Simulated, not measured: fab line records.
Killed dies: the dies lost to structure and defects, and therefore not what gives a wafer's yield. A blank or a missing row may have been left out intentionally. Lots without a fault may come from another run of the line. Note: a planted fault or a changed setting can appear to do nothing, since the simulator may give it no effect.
Matching of chambers    flow n5 finfet    N5_DUMMY_GATE_ETCH_36 on rie diel-02: 4 sister chambers
The step etches SiARC in CF4, target depth 13 nm. 18 wafers are shown with their chamber, then 9 later ones without.

== WAFERS WITH THEIR CHAMBER ==
wafer   chamber  showerhead plenum p Torr (Torr)  drypump motor current A (A)  throttle valve pct (%)
L077.2  3        2.10                             5.8                          15.96
L077.5  0        2.14                             5.7                          15.80
L077.6  1        2.13                             5.1                          16.13
L079.2  1        2.13                             5.1                          16.10
L079.3  3        2.10                             5.7                          15.98
L079.4  2        2.27                             5.9                          15.41
L080.2  1        2.13                             5.1                          16.13
L080.5  2        2.27                             5.9                          15.43
L080.6  0        2.13                             5.7                          15.83
L083.3  0        2.13                             5.7                          15.82
L083.5  0        2.13                             5.7                          15.80
L083.6  1        2.13                             5.1                          16.12
L088.1  0        2.13                             5.7                          15.81
L088.5  2        2.27                             5.9                          15.44
L088.6  3        2.10                             5.7                          15.47
L090.1  0        2.13                             5.7                          15.84
L090.3  2        2.27                             5.9                          15.43
L090.4  3        2.10                             5.7                          15.49

SIGNATURES (means of the wafers above)
reading                   chamber 0  chamber 1  chamber 2  chamber 3  scatter within a chamber
showerhead plenum p Torr  2.1317     2.1300     2.2700     2.1000     0.00244
drypump motor current A   5.700      5.100      5.900      5.725      0.0231
throttle valve pct        15.8167    16.1200    15.4275    15.7250    0.132
Rule: for each reading, subtract the chamber's mean from the wafer's reading, divide by that reading's scatter and square the result; add these up over the readings and take the root, which gives the wafer's distance from the chamber. If the next closest chamber is less than 2 further off than the closest, the wafer can't be placed; otherwise it belongs to the closest. The scatter is the square root of a quotient: the sum, over the shown wafers, of each reading's squared deviation from its chamber's mean, divided by wafers minus chambers.

== WAFERS WHOSE CHAMBER IS MISSING ==
wafer   showerhead plenum p Torr (Torr)  drypump motor current A (A)  throttle valve pct (%)
L092.1  2.27                             5.8                          15.45
L092.4  2.10                             5.8                          15.49
L092.6  2.13                             5.8                          15.84
L093.1  2.10                             5.8                          15.49
L093.2  2.13                             5.7                          15.85
L093.4  2.26                             5.9                          15.45
L094.1  2.13                             5.7                          15.84
L094.5  2.13                             5.7                          15.85
L094.6  2.10                             5.7                          15.49

== WHICH CHAMBER EACH ONE RAN IN ==
wafer   from the rows above  in truth
L092.1  2                    2
L092.4  3                    3
L092.6  0                    0
L093.1  3                    3
L093.2  0                    0
L093.4  2                    2
L094.1  0                    0
L094.5  0                    0
L094.6  3                    3
9 of 9 placed correctly. Can't be placed from these rows: 0. Wrongly placed: 0.
